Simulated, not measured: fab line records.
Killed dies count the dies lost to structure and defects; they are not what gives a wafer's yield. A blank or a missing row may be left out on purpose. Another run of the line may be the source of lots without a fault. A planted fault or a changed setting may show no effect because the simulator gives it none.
Split-lot trial || flow n5-finfet || 39 wafers read from 7 lots, route of 1938 steps

SPLIT DETAILS
At N5_HKMG_FIN_ETCH_67 (etches SOC in N2/H2, stops on TiN, target depth 388.9 nm), the setting target-depth-a was moved away from the recipe's 3889 angstrom on 15 of the 39 wafers read, by -12.5% to +6.8%. All remaining wafers had this setting at the recipe value.

The reading comes from the split's own step.

THE READING
SOC_of_HKMG_FIN_COAT_66.thk-nm (the simulator's own value, which no gauge read), in nm, at N5_HKMG_FIN_ETCH_67 (etches SOC in N2/H2, stops on TiN, target depth 388.9 nm). The file does not state a usual value for it. Across the 24 wafers here that went through the recipe, the average is 17.1 nm and the standard deviation 6.9 nm.

{"wafer": "L076.1", "tool, chamber at the split": "rie-diel-03, 1", "target-depth-a as run, angstrom": 3578, "against the recipe": "-8.0%", "SOC_of_HKMG_FIN_COAT_66.thk-nm, nm": 43.6, "against lot-mates on the recipe": "+24.4"}
{"wafer": "L076.2", "tool, chamber at the split": "rie-diel-03, 2", "target-depth-a as run, angstrom": 3578, "against the recipe": "-8.0%", "SOC_of_HKMG_FIN_COAT_66.thk-nm, nm": 48.8, "against lot-mates on the recipe": "+29.6"}
{"wafer": "L076.3", "tool, chamber at the split": "rie-diel-03, 0", "target-depth-a as run, angstrom": 3889, "against the recipe": "recipe", "SOC_of_HKMG_FIN_COAT_66.thk-nm, nm": 17.4, "against lot-mates on the recipe": "-"}
{"wafer": "L076.4", "tool, chamber at the split": "rie-diel-03, 3", "target-depth-a as run, angstrom": 3889, "against the recipe": "recipe", "SOC_of_HKMG_FIN_COAT_66.thk-nm, nm": 17.2, "against lot-mates on the recipe": "-"}
{"wafer": "L076.5", "tool, chamber at the split": "rie-diel-03, 0", "target-depth-a as run, angstrom": 3578, "against the recipe": "-8.0%", "SOC_of_HKMG_FIN_COAT_66.thk-nm, nm": 41, "against lot-mates on the recipe": "+21.8"}
{"wafer": "L076.6", "tool, chamber at the split": "rie-diel-03, 1", "target-depth-a as run, angstrom": 3889, "against the recipe": "recipe", "SOC_of_HKMG_FIN_COAT_66.thk-nm, nm": 23, "against lot-mates on the recipe": "-"}
{"wafer": "L077.1", "tool, chamber at the split": "rie-diel-04, 3", "target-depth-a as run, angstrom": 3889, "against the recipe": "recipe", "SOC_of_HKMG_FIN_COAT_66.thk-nm, nm": 8.2, "against lot-mates on the recipe": "-"}
{"wafer": "L077.2", "tool, chamber at the split": "rie-diel-04, 2", "target-depth-a as run, angstrom": 3889, "against the recipe": "recipe", "SOC_of_HKMG_FIN_COAT_66.thk-nm, nm": 19.2, "against lot-mates on the recipe": "-"}
{"wafer": "L077.3", "tool, chamber at the split": "rie-diel-04, 3", "target-depth-a as run, angstrom": 3641, "against the recipe": "-6.4%", "SOC_of_HKMG_FIN_COAT_66.thk-nm, nm": 22.4, "against lot-mates on the recipe": "+7.5"}
{"wafer": "L077.4", "tool, chamber at the split": "rie-diel-04, 2", "target-depth-a as run, angstrom": 3641, "against the recipe": "-6.4%", "SOC_of_HKMG_FIN_COAT_66.thk-nm, nm": 36.2, "against lot-mates on the recipe": "+21.3"}
{"wafer": "L077.5", "tool, chamber at the split": "rie-diel-04, 2", "target-depth-a as run, angstrom": 3889, "against the recipe": "recipe", "SOC_of_HKMG_FIN_COAT_66.thk-nm, nm": 17.4, "against lot-mates on the recipe": "-"}
{"wafer": "L077.6", "tool, chamber at the split": "rie-diel-04, 3", "target-depth-a as run, angstrom": 3641, "against the recipe": "-6.4%", "SOC_of_HKMG_FIN_COAT_66.thk-nm, nm": 22.8, "against lot-mates on the recipe": "+7.9"}
{"wafer": "L084.1", "tool, chamber at the split": "rie-diel-04, 1,3", "target-depth-a as run, angstrom": 3889, "against the recipe": "recipe", "SOC_of_HKMG_FIN_COAT_66.thk-nm, nm": 8.2, "against lot-mates on the recipe": "-"}
{"wafer": "L084.6", "tool, chamber at the split": "rie-diel-04, 1,3", "target-depth-a as run, angstrom": 3889, "against the recipe": "recipe", "SOC_of_HKMG_FIN_COAT_66.thk-nm, nm": 8.2, "against lot-mates on the recipe": "-"}
{"wafer": "L084.2", "tool, chamber at the split": "rie-diel-04, 0", "target-depth-a as run, angstrom": 3889, "against the recipe": "recipe", "SOC_of_HKMG_FIN_COAT_66.thk-nm, nm": 9.8, "against lot-mates on the recipe": "-"}
{"wafer": "L087.1", "tool, chamber at the split": "rie-diel-03, 0", "target-depth-a as run, angstrom": 3889, "against the recipe": "recipe", "SOC_of_HKMG_FIN_COAT_66.thk-nm, nm": 19.4, "against lot-mates on the recipe": "-"}
{"wafer": "L087.2", "tool, chamber at the split": "rie-diel-03, 2", "target-depth-a as run, angstrom": 3889, "against the recipe": "recipe", "SOC_of_HKMG_FIN_COAT_66.thk-nm, nm": 33, "against lot-mates on the recipe": "-"}
{"wafer": "L087.3", "tool, chamber at the split": "rie-diel-03, 1,3", "target-depth-a as run, angstrom": 4153, "against the recipe": "+6.8%", "SOC_of_HKMG_FIN_COAT_66.thk-nm, nm": 8.2, "against lot-mates on the recipe": -17.7}
{"wafer": "L087.4", "tool, chamber at the split": "rie-diel-03, 1,3", "target-depth-a as run, angstrom": 4153, "against the recipe": "+6.8%", "SOC_of_HKMG_FIN_COAT_66.thk-nm, nm": 8.2, "against lot-mates on the recipe": -17.7}
{"wafer": "L087.5", "tool, chamber at the split": "rie-diel-03, 2", "target-depth-a as run, angstrom": 4153, "against the recipe": "+6.8%", "SOC_of_HKMG_FIN_COAT_66.thk-nm, nm": 17, "against lot-mates on the recipe": -8.9}
{"wafer": "L087.6", "tool, chamber at the split": "rie-diel-03, 1", "target-depth-a as run, angstrom": 3889, "against the recipe": "recipe", "SOC_of_HKMG_FIN_COAT_66.thk-nm, nm": 25.2, "against lot-mates on the recipe": "-"}
{"wafer": "L090.1", "tool, chamber at the split": "rie-diel-03, 0", "target-depth-a as run, angstrom": 4067, "against the recipe": "+4.6%", "SOC_of_HKMG_FIN_COAT_66.thk-nm, nm": 8.2, "against lot-mates on the recipe": -16.3}
{"wafer": "L090.2", "tool, chamber at the split": "rie-diel-03, 2", "target-depth-a as run, angstrom": 4067, "against the recipe": "+4.6%", "SOC_of_HKMG_FIN_COAT_66.thk-nm, nm": 16.8, "against lot-mates on the recipe": -7.7}
{"wafer": "L090.3", "tool, chamber at the split": "rie-diel-03, 1", "target-depth-a as run, angstrom": 4067, "against the recipe": "+4.6%", "SOC_of_HKMG_FIN_COAT_66.thk-nm, nm": 13.8, "against lot-mates on the recipe": -10.7}
{"wafer": "L090.4", "tool, chamber at the split": "rie-diel-03, 3", "target-depth-a as run, angstrom": 3889, "against the recipe": "recipe", "SOC_of_HKMG_FIN_COAT_66.thk-nm, nm": 18, "against lot-mates on the recipe": "-"}
{"wafer": "L090.5", "tool, chamber at the split": "rie-diel-03, 2", "target-depth-a as run, angstrom": 3889, "against the recipe": "recipe", "SOC_of_HKMG_FIN_COAT_66.thk-nm, nm": 31.2, "against lot-mates on the recipe": "-"}
{"wafer": "L090.6", "tool, chamber at the split": "rie-diel-03, 1", "target-depth-a as run, angstrom": 3889, "against the recipe": "recipe", "SOC_of_HKMG_FIN_COAT_66.thk-nm, nm": 24.2, "against lot-mates on the recipe": "-"}
{"wafer": "L094.1", "tool, chamber at the split": "rie-diel-03, 0", "target-depth-a as run, angstrom": 3889, "against the recipe": "recipe", "SOC_of_HKMG_FIN_COAT_66.thk-nm, nm": 18.2, "against lot-mates on the recipe": "-"}
{"wafer": "L094.2", "tool, chamber at the split": "rie-diel-03, 1", "target-depth-a as run, angstrom": 3889, "against the recipe": "recipe", "SOC_of_HKMG_FIN_COAT_66.thk-nm, nm": 23.4, "against lot-mates on the recipe": "-"}
{"wafer": "L094.3", "tool, chamber at the split": "rie-diel-03, 3", "target-depth-a as run, angstrom": 3889, "against the recipe": "recipe", "SOC_of_HKMG_FIN_COAT_66.thk-nm, nm": 17.6, "against lot-mates on the recipe": "-"}
{"wafer": "L094.4", "tool, chamber at the split": "rie-diel-03, 2", "target-depth-a as run, angstrom": 3402, "against the recipe": "-12.5%", "SOC_of_HKMG_FIN_COAT_66.thk-nm, nm": 64, "against lot-mates on the recipe": "+44.3"}
{"wafer": "L094.5", "tool, chamber at the split": "rie-diel-03, 0", "target-depth-a as run, angstrom": 3402, "against the recipe": "-12.5%", "SOC_of_HKMG_FIN_COAT_66.thk-nm, nm": 53.2, "against lot-mates on the recipe": "+33.5"}
{"wafer": "L094.6", "tool, chamber at the split": "rie-diel-03, 3", "target-depth-a as run, angstrom": 3402, "against the recipe": "-12.5%", "SOC_of_HKMG_FIN_COAT_66.thk-nm, nm": 56.2, "against lot-mates on the recipe": "+36.5"}
{"wafer": "L096.1", "tool, chamber at the split": "rie-diel-04, 2", "target-depth-a as run, angstrom": 3889, "against the recipe": "recipe", "SOC_of_HKMG_FIN_COAT_66.thk-nm, nm": 17.4, "against lot-mates on the recipe": "-"}
{"wafer": "L096.2", "tool, chamber at the split": "rie-diel-04, 1", "target-depth-a as run, angstrom": 3889, "against the recipe": "recipe", "SOC_of_HKMG_FIN_COAT_66.thk-nm, nm": 10.4, "against lot-mates on the recipe": "-"}
{"wafer": "L096.3", "tool, chamber at the split": "rie-diel-04, 3", "target-depth-a as run, angstrom": 3889, "against the recipe": "recipe", "SOC_of_HKMG_FIN_COAT_66.thk-nm, nm": 8.2, "against lot-mates on the recipe": "-"}
{"wafer": "L096.4", "tool, chamber at the split": "rie-diel-04, 0", "target-depth-a as run, angstrom": 3889, "against the recipe": "recipe", "SOC_of_HKMG_FIN_COAT_66.thk-nm, nm": 11.4, "against lot-mates on the recipe": "-"}
{"wafer": "L096.5", "tool, chamber at the split": "rie-diel-04, 1", "target-depth-a as run, angstrom": 3889, "against the recipe": "recipe", "SOC_of_HKMG_FIN_COAT_66.thk-nm, nm": 12.4, "against lot-mates on the recipe": "-"}
{"wafer": "L096.6", "tool, chamber at the split": "rie-diel-04, 0", "target-depth-a as run, angstrom": 3889, "against the recipe": "recipe", "SOC_of_HKMG_FIN_COAT_66.thk-nm, nm": 11.2, "against lot-mates on the recipe": "-"}
The file does not say which wafer passed through which chamber wherever a row lists several chambers: such a row stands for several wafers.

FIT RESULTS
A straight line over all 39 wafers: SOC_of_HKMG_FIN_COAT_66.thk-nm changes by -2.49 nm for each +1% of target-depth-a; r = -0.84; the points scatter about the line by 7.9 nm.
The same after taking each lot's own level away (the mean of its wafers on the recipe; 39 wafers): -2.74 nm for each +1%; r = -0.94; scatter 4.8 nm.
According to that fit, moving target-depth-a by its largest amount changes the reading by 34 nm.
Across the lots, their own levels run from 8.73 to 25.87 nm, a range of 2.5 times the standard deviation given above.
So the lot-to-lot level changes the slope little: the two slopes agree.
Check: for one of the wafers moved furthest among these (-12.5%), held out of the fit, the line's prediction against its lot-mates is +33 nm. Against them it came out at +44.3 nm.

OTHER SPLITS ON THESE WAFERS
Note: prior to the reading, these wafers also went through further splits. Each is held against what the fit with the lots' levels taken away leaves over:
{"other split on the same wafers": "N5_FIN_SAQP_ETCH_52 source-w", "wafers away from the commonest value": 15, "r with SOC_of_HKMG_FIN_COAT_66.thk-nm (lot level and that fit taken away)": "+0.03"}
{"other split on the same wafers": "N5_SD_EPI_P_ETCH_16 target-depth-a", "wafers away from the commonest value": 18, "r with SOC_of_HKMG_FIN_COAT_66.thk-nm (lot level and that fit taken away)": -0.17}
{"other split on the same wafers": "N5_SD_ACTIVATION_LSA_01 temp-c", "wafers away from the commonest value": 15, "r with SOC_of_HKMG_FIN_COAT_66.thk-nm (lot level and that fit taken away)": "+0.00"}

THE FILE'S OWN FIT
SOC_of_HKMG_FIN_COAT_66.thk-nm changes by -2.77 nm for each +1% of target-depth-a, r = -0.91.
